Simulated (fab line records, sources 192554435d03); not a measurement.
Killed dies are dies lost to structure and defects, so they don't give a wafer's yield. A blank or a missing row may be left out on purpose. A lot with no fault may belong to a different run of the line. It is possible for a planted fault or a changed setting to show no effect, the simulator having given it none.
Which of the tools did it? || flow n5 finfet || 30 wafers from 10 lots sampled at 5 of the route's 1938 steps

WHAT EACH GAUGE READ, for each wafer
N5_BEOL_M4_RC_MEAS_101. Usual: COMB_M2_max_site 8.2e-11 S/m, standard deviation 1.7e-11; DIBL_N 35.7 mV/V, standard deviation 1.5; DIBL_P 35.7 mV/V, standard deviation 2; IOFF_N 0.155 nA/um, standard deviation 0.026; IOFF_P 0.20 nA/um, standard deviation 0.031; ION_N 675 uA/um, standard deviation 11; ION_P 462 uA/um, standard deviation 7.1; SS_N 71.3 mV/dec, standard deviation 0.57; SS_P 73.1 mV/dec, standard deviation 0.56; VT_N 250 mV, standard deviation 3; VT_P -251 mV, standard deviation 3.
{"lot": "L141", "measured": "day 8 17:17", "on": "prober-01", "COMB_M2_max_site (S/m)": "8.6e-11 7.6e-11 8e-11", "DIBL_N (mV/V)": "37.9 37.5 35.9", "DIBL_P (mV/V)": "38.4 37.2 36.3", "IOFF_N (nA/um)": "0.208 0.182 0.166", "IOFF_P (nA/um)": "0.24 0.23 0.22", "ION_N (uA/um)": "696 671 688", "ION_P (uA/um)": "472 461 474", "SS_N (mV/dec)": "72.1 71.8 70.9", "SS_P (mV/dec)": "73.4 73.3 73.4", "VT_N (mV)": "245 247 247", "VT_P (mV)": "-247 -248 -249", "flag": ""}
{"lot": "L142", "measured": "day 9 02:08", "on": "prober-02", "COMB_M2_max_site (S/m)": "9.1e-11 6.6e-11 1.03e-10", "DIBL_N (mV/V)": "34.0 36.0 33.7", "DIBL_P (mV/V)": "33.8 37.2 33.5", "IOFF_N (nA/um)": "0.141 0.186 0.142", "IOFF_P (nA/um)": "0.19 0.26 0.19", "ION_N (uA/um)": "683 685 678", "ION_P (uA/um)": "462 468 465", "SS_N (mV/dec)": "71.2 71.9 70.4", "SS_P (mV/dec)": "72.1 73.3 72.3", "VT_N (mV)": "250 245 249", "VT_P (mV)": "-250 -246 -250", "flag": ""}
{"lot": "L146", "measured": "day 10 00:43", "on": "prober-01", "COMB_M2_max_site (S/m)": "7.8e-11 1.37e-10 7.1e-11", "DIBL_N (mV/V)": "36.2 37.4 35.3", "DIBL_P (mV/V)": "37.5 38.2 36.8", "IOFF_N (nA/um)": "0.178 0.200 0.169", "IOFF_P (nA/um)": "0.24 0.24 0.22", "ION_N (uA/um)": "685 684 686", "ION_P (uA/um)": "470 469 475", "SS_N (mV/dec)": "71.6 71.5 70.8", "SS_P (mV/dec)": "72.9 73.6 72.9", "VT_N (mV)": "246 245 247", "VT_P (mV)": "-247 -246 -250", "flag": ""}
{"lot": "L147", "measured": "day 10 01:29", "on": "prober-01", "COMB_M2_max_site (S/m)": "2.54e-10 5.7e-11 2.27e-10", "DIBL_N (mV/V)": "34.3 31.8 32.5", "DIBL_P (mV/V)": "34.2 31.0 31.7", "IOFF_N (nA/um)": "0.123 0.089 0.099", "IOFF_P (nA/um)": "0.16 0.13 0.13", "ION_N (uA/um)": "676 667 658", "ION_P (uA/um)": "456 460 453", "SS_N (mV/dec)": "71.0 70.7 70.8", "SS_P (mV/dec)": "73.0 72.3 71.9", "VT_N (mV)": "253 259 257", "VT_P (mV)": "-253 -258 -258", "flag": "OFF"}
{"lot": "L153", "measured": "day 11 15:58", "on": "prober-02", "COMB_M2_max_site (S/m)": "6.9e-11 7.3e-11 1e-10", "DIBL_N (mV/V)": "40.4 35.7 37.5", "DIBL_P (mV/V)": "41.2 35.2 37.8", "IOFF_N (nA/um)": "0.250 0.151 0.180", "IOFF_P (nA/um)": "0.28 0.19 0.21", "ION_N (uA/um)": "700 672 685", "ION_P (uA/um)": "466 460 466", "SS_N (mV/dec)": "72.0 70.9 71.6", "SS_P (mV/dec)": "74.0 72.9 73.3", "VT_N (mV)": "243 250 250", "VT_P (mV)": "-248 -254 -252", "flag": ""}
{"lot": "L155", "measured": "day 11 20:23", "on": "prober-02", "COMB_M2_max_site (S/m)": "7.6e-11 9.7e-11 6.9e-11", "DIBL_N (mV/V)": "37.2 37.9 36.4", "DIBL_P (mV/V)": "36.8 38.4 36.6", "IOFF_N (nA/um)": "0.162 0.173 0.152", "IOFF_P (nA/um)": "0.21 0.23 0.21", "ION_N (uA/um)": "670 679 672", "ION_P (uA/um)": "459 462 456", "SS_N (mV/dec)": "71.5 71.5 72.0", "SS_P (mV/dec)": "73.0 73.5 72.5", "VT_N (mV)": "253 250 251", "VT_P (mV)": "-248 -249 -250", "flag": ""}
{"lot": "L154", "measured": "day 12 03:38", "on": "prober-02", "COMB_M2_max_site (S/m)": "8.5e-11 6.1e-11 7.8e-11", "DIBL_N (mV/V)": "34.9 35.6 35.3", "DIBL_P (mV/V)": "35.7 35.3 36.2", "IOFF_N (nA/um)": "0.146 0.153 0.148", "IOFF_P (nA/um)": "0.18 0.18 0.20", "ION_N (uA/um)": "680 667 676", "ION_P (uA/um)": "461 459 465", "SS_N (mV/dec)": "70.7 70.9 70.3", "SS_P (mV/dec)": "72.8 73.2 73.6", "VT_N (mV)": "249 250 250", "VT_P (mV)": "-250 -250 -252", "flag": ""}
{"lot": "L158", "measured": "day 13 05:15", "on": "prober-02", "COMB_M2_max_site (S/m)": "6.8e-11 8.1e-11 9e-11", "DIBL_N (mV/V)": "33.4 34.1 34.6", "DIBL_P (mV/V)": "34.3 34.8 35.3", "IOFF_N (nA/um)": "0.121 0.133 0.136", "IOFF_P (nA/um)": "0.14 0.15 0.15", "ION_N (uA/um)": "668 677 677", "ION_P (uA/um)": "450 455 456", "SS_N (mV/dec)": "71.4 71.6 71.7", "SS_P (mV/dec)": "72.9 72.9 72.8", "VT_N (mV)": "253 250 250", "VT_P (mV)": "-256 -257 -258", "flag": ""}
{"lot": "L159", "measured": "day 12 22:20", "on": "prober-01", "COMB_M2_max_site (S/m)": "8.9e-11 6e-11 7.3e-11", "DIBL_N (mV/V)": "34.8 36.9 36.3", "DIBL_P (mV/V)": "33.1 36.3 35.8", "IOFF_N (nA/um)": "0.112 0.160 0.146", "IOFF_P (nA/um)": "0.18 0.23 0.22", "ION_N (uA/um)": "654 682 679", "ION_P (uA/um)": "458 474 468", "SS_N (mV/dec)": "71.0 71.2 71.5", "SS_P (mV/dec)": "72.4 73.0 72.6", "VT_N (mV)": "255 248 250", "VT_P (mV)": "-251 -247 -249", "flag": ""}
{"lot": "L160", "measured": "day 13 17:22", "on": "prober-01", "COMB_M2_max_site (S/m)": "8.6e-11 1.18e-10 7.1e-11", "DIBL_N (mV/V)": "34.4 33.9 36.7", "DIBL_P (mV/V)": "34.9 34.4 37.3", "IOFF_N (nA/um)": "0.137 0.128 0.166", "IOFF_P (nA/um)": "0.18 0.18 0.21", "ION_N (uA/um)": "666 659 675", "ION_P (uA/um)": "456 456 459", "SS_N (mV/dec)": "71.0 71.1 71.2", "SS_P (mV/dec)": "72.7 72.4 73.2", "VT_N (mV)": "251 252 250", "VT_P (mV)": "-253 -255 -253", "flag": ""}

WHAT TOOL EACH LOT RAN ON (gives the tool, then ch and the chambers of the sampled wafers, and finally the start)
{"lot": "L141", "N5_BEOL_M2_ALD_84": "ald metal-04 ch 0,1,3, day 7 07:53", "N5_BEOL_M4_ANNEAL_91": "pvd sputter-01, day 8 10:49", "N5_BEOL_M4_SPUTTER_92": "pvd sputter-01, day 8 10:57", "N5_BEOL_M4_ANNEAL_51": "rtp anneal-01 ch 0, day 8 14:34"}
{"lot": "L142", "N5_BEOL_M2_ALD_84": "ald metal-02 ch 0,3, day 7 20:25", "N5_BEOL_M4_ANNEAL_91": "pvd sputter-03, day 9 00:27", "N5_BEOL_M4_SPUTTER_92": "pvd sputter-03, day 9 00:35", "N5_BEOL_M4_ANNEAL_51": "rtp anneal-02 ch 0, day 9 01:14"}
{"lot": "L146", "N5_BEOL_M2_ALD_84": "ald metal-02 ch 0,1,3, day 8 13:25", "N5_BEOL_M4_ANNEAL_91": "pvd sputter-03, day 9 22:50", "N5_BEOL_M4_SPUTTER_92": "pvd sputter-03, day 9 22:59", "N5_BEOL_M4_ANNEAL_51": "rtp anneal-02 ch 0, day 9 23:40"}
{"lot": "L147", "N5_BEOL_M2_ALD_84": "ald metal-02 ch 0,1, day 8 17:23", "N5_BEOL_M4_ANNEAL_91": "pvd sputter-02, day 9 23:05", "N5_BEOL_M4_SPUTTER_92": "pvd sputter-02, day 9 23:13", "N5_BEOL_M4_ANNEAL_51": "rtp anneal-02 ch 0, day 9 23:53"}
{"lot": "L153", "N5_BEOL_M2_ALD_84": "ald metal-02 ch 0,2,3, day 10 07:59", "N5_BEOL_M4_ANNEAL_91": "pvd sputter-01, day 11 13:56", "N5_BEOL_M4_SPUTTER_92": "pvd sputter-01, day 11 14:05", "N5_BEOL_M4_ANNEAL_51": "rtp anneal-01 ch 0, day 11 14:57"}
{"lot": "L155", "N5_BEOL_M2_ALD_84": "ald metal-04 ch 0,2,3, day 10 17:20", "N5_BEOL_M4_ANNEAL_91": "pvd sputter-03, day 11 18:40", "N5_BEOL_M4_SPUTTER_92": "pvd sputter-03, day 11 18:49", "N5_BEOL_M4_ANNEAL_51": "rtp anneal-01 ch 0, day 11 19:29"}
{"lot": "L154", "N5_BEOL_M2_ALD_84": "ald metal-04 ch 0,1,2, day 11 06:43", "N5_BEOL_M4_ANNEAL_91": "pvd sputter-03, day 12 01:58", "N5_BEOL_M4_SPUTTER_92": "pvd sputter-03, day 12 02:06", "N5_BEOL_M4_ANNEAL_51": "rtp anneal-01 ch 0, day 12 02:44"}
{"lot": "L158", "N5_BEOL_M2_ALD_84": "ald metal-04 ch 0,1,2, day 11 12:18", "N5_BEOL_M4_ANNEAL_91": "pvd sputter-01, day 13 03:09", "N5_BEOL_M4_SPUTTER_92": "pvd sputter-01, day 13 03:17", "N5_BEOL_M4_ANNEAL_51": "rtp anneal-01 ch 0, day 13 04:01"}
{"lot": "L159", "N5_BEOL_M2_ALD_84": "ald metal-04 ch 0,1,3, day 11 18:39", "N5_BEOL_M4_ANNEAL_91": "pvd sputter-01, day 12 20:16", "N5_BEOL_M4_SPUTTER_92": "pvd sputter-01, day 12 20:25", "N5_BEOL_M4_ANNEAL_51": "rtp anneal-01 ch 0, day 12 21:13"}
{"lot": "L160", "N5_BEOL_M2_ALD_84": "ald metal-01 ch 0,1,2, day 12 05:17", "N5_BEOL_M4_ANNEAL_91": "pvd sputter-02, day 13 13:55", "N5_BEOL_M4_SPUTTER_92": "pvd sputter-02, day 13 14:04", "N5_BEOL_M4_ANNEAL_51": "rtp anneal-02 ch 0, day 13 15:04"}
- N5_BEOL_M2_ALD_84: deposits TaN, pulse time 2 s, purge time 3 s, co reactant purge time 2 s.
- N5_BEOL_M4_ANNEAL_91: time 240 s.
- N5_BEOL_M4_SPUTTER_92: material Cu, target thk 4.5 nm, time 8.29 s.
- N5_BEOL_M4_ANNEAL_51: time 90 s.

AS READ BY THE TOOLS THEMSELVES (means over the sampled wafers that have a number; for cases with no such wafer, the mark the record gives instead)
N5_BEOL_M2_ALD_84. Usual: heater power w 429 W, standard deviation 40; precursor vessel pressure torr 26.24 Torr, standard deviation 0.056.
{"lot": "L141", "tool": "ald metal-04", "heater power w (W)": 424, "precursor vessel pressure torr (Torr)": 26.23, "flag": ""}
{"lot": "L142", "tool": "ald metal-02", "heater power w (W)": 460, "precursor vessel pressure torr (Torr)": 26.25, "flag": ""}
{"lot": "L146", "tool": "ald metal-02", "heater power w (W)": 439, "precursor vessel pressure torr (Torr)": 26.23, "flag": ""}
{"lot": "L147", "tool": "ald metal-02", "heater power w (W)": 396, "precursor vessel pressure torr (Torr)": 26.21, "flag": ""}
{"lot": "L153", "tool": "ald metal-02", "heater power w (W)": 460, "precursor vessel pressure torr (Torr)": 26.26, "flag": ""}
{"lot": "L155", "tool": "ald metal-04", "heater power w (W)": 418, "precursor vessel pressure torr (Torr)": 26.26, "flag": ""}
{"lot": "L154", "tool": "ald metal-04", "heater power w (W)": 422, "precursor vessel pressure torr (Torr)": 26.20, "flag": ""}
{"lot": "L158", "tool": "ald metal-04", "heater power w (W)": 420, "precursor vessel pressure torr (Torr)": 26.25, "flag": ""}
{"lot": "L159", "tool": "ald metal-04", "heater power w (W)": 423, "precursor vessel pressure torr (Torr)": 26.24, "flag": ""}
{"lot": "L160", "tool": "ald metal-01", "heater power w (W)": 380, "precursor vessel pressure torr (Torr)": 26.28, "flag": ""}

N5_BEOL_M4_ANNEAL_91. Usual: heater power w at 825 W, with a standard deviation of 99.
{"lot": "L141", "tool": "pvd sputter-01", "heater power w (W)": 827, "flag": ""}
{"lot": "L142", "tool": "pvd sputter-03", "heater power w (W)": 866, "flag": ""}
{"lot": "L146", "tool": "pvd sputter-03", "heater power w (W)": 779, "flag": ""}
{"lot": "L147", "tool": "pvd sputter-02", "heater power w (W)": 960, "flag": ""}
{"lot": "L153", "tool": "pvd sputter-01", "heater power w (W)": 836, "flag": ""}
{"lot": "L155", "tool": "pvd sputter-03", "heater power w (W)": 778, "flag": ""}
{"lot": "L154", "tool": "pvd sputter-03", "heater power w (W)": 788, "flag": ""}
{"lot": "L158", "tool": "pvd sputter-01", "heater power w (W)": 782, "flag": ""}
{"lot": "L159", "tool": "pvd sputter-01", "heater power w (W)": 895, "flag": ""}
{"lot": "L160", "tool": "pvd sputter-02", "heater power w (W)": 870, "flag": ""}

N5_BEOL_M4_SPUTTER_92. Usual: chamber pressure pa 0.07001 Pa, standard deviation 0.00015; substrate temp c -20.02 C, standard deviation 0.1; throttle valve pct 30.4 %, standard deviation 1.4.
{"lot": "L141", "tool": "pvd sputter-01", "chamber pressure pa (Pa)": 0.07003, "substrate temp c (C)": -19.94, "throttle valve pct (%)": 30.0, "flag": ""}
{"lot": "L142", "tool": "pvd sputter-03", "chamber pressure pa (Pa)": 0.07004, "substrate temp c (C)": -19.96, "throttle valve pct (%)": 29.8, "flag": ""}
{"lot": "L146", "tool": "pvd sputter-03", "chamber pressure pa (Pa)": 0.07011, "substrate temp c (C)": -20.06, "throttle valve pct (%)": 30.6, "flag": ""}
{"lot": "L147", "tool": "pvd sputter-02", "chamber pressure pa (Pa)": 0.06999, "substrate temp c (C)": -20.09, "throttle valve pct (%)": 30.2, "flag": ""}
{"lot": "L153", "tool": "pvd sputter-01", "chamber pressure pa (Pa)": 0.06996, "substrate temp c (C)": -20.03, "throttle valve pct (%)": 31.2, "flag": ""}
{"lot": "L155", "tool": "pvd sputter-03", "chamber pressure pa (Pa)": 0.07004, "substrate temp c (C)": -19.96, "throttle valve pct (%)": 30.7, "flag": ""}
{"lot": "L154", "tool": "pvd sputter-03", "chamber pressure pa (Pa)": 0.06999, "substrate temp c (C)": -20.04, "throttle valve pct (%)": 29.6, "flag": ""}
{"lot": "L158", "tool": "pvd sputter-01", "chamber pressure pa (Pa)": 0.07013, "substrate temp c (C)": -20.15, "throttle valve pct (%)": 29.4, "flag": ""}
{"lot": "L159", "tool": "pvd sputter-01", "chamber pressure pa (Pa)": 0.06987, "substrate temp c (C)": -20.08, "throttle valve pct (%)": 31.6, "flag": ""}
{"lot": "L160", "tool": "pvd sputter-02", "chamber pressure pa (Pa)": 0.07019, "substrate temp c (C)": -19.92, "throttle valve pct (%)": 30.1, "flag": ""}

N5_BEOL_M4_ANNEAL_51. Usual: wafer_temp_C_max at 225.67, with a standard deviation of 0.24.
{"lot": "L141", "tool": "rtp anneal-01", "wafer_temp_C_max": 225.49, "flag": ""}
{"lot": "L142", "tool": "rtp anneal-02", "wafer_temp_C_max": 225.80, "flag": ""}
{"lot": "L146", "tool": "rtp anneal-02", "wafer_temp_C_max": 225.85, "flag": ""}
{"lot": "L147", "tool": "rtp anneal-02", "wafer_temp_C_max": 225.89, "flag": ""}
{"lot": "L153", "tool": "rtp anneal-01", "wafer_temp_C_max": 225.80, "flag": ""}
{"lot": "L155", "tool": "rtp anneal-01", "wafer_temp_C_max": 225.58, "flag": ""}
{"lot": "L154", "tool": "rtp anneal-01", "wafer_temp_C_max": 225.69, "flag": ""}
{"lot": "L158", "tool": "rtp anneal-01", "wafer_temp_C_max": 225.51, "flag": ""}
{"lot": "L159", "tool": "rtp anneal-01", "wafer_temp_C_max": 225.58, "flag": ""}
{"lot": "L160", "tool": "rtp anneal-02", "wafer_temp_C_max": 225.82, "flag": ""}

THE ANSWER, worked out from the rows above alone
Rule: lot off if the mean of its wafers having a number is beyond 3 standard deviations from the usual mean. Also off: a lot with no number at a reading for which 4 or more lots have one. All remaining lots with rows at the step are treated as sound. First the gauges in route order, then the tools' own readings, where a lot's mean is used as printed above. At the first step where some lot is off, the reading lying furthest off is the one used; lots without a number count as furthest.
Off: at N5_BEOL_M4_RC_MEAS_101 (COMB_M2_max_site), L147.
If a tool, at a process step before that reading, ran all the lots that are off and no sound lot after the first of them, it fits. Those tools and the gauges at N5_BEOL_M4_RC_MEAS_101 are tried in the same way. Of those tried, none fits.

WHAT HAD BEEN PUT IN BY THE SIMULATOR
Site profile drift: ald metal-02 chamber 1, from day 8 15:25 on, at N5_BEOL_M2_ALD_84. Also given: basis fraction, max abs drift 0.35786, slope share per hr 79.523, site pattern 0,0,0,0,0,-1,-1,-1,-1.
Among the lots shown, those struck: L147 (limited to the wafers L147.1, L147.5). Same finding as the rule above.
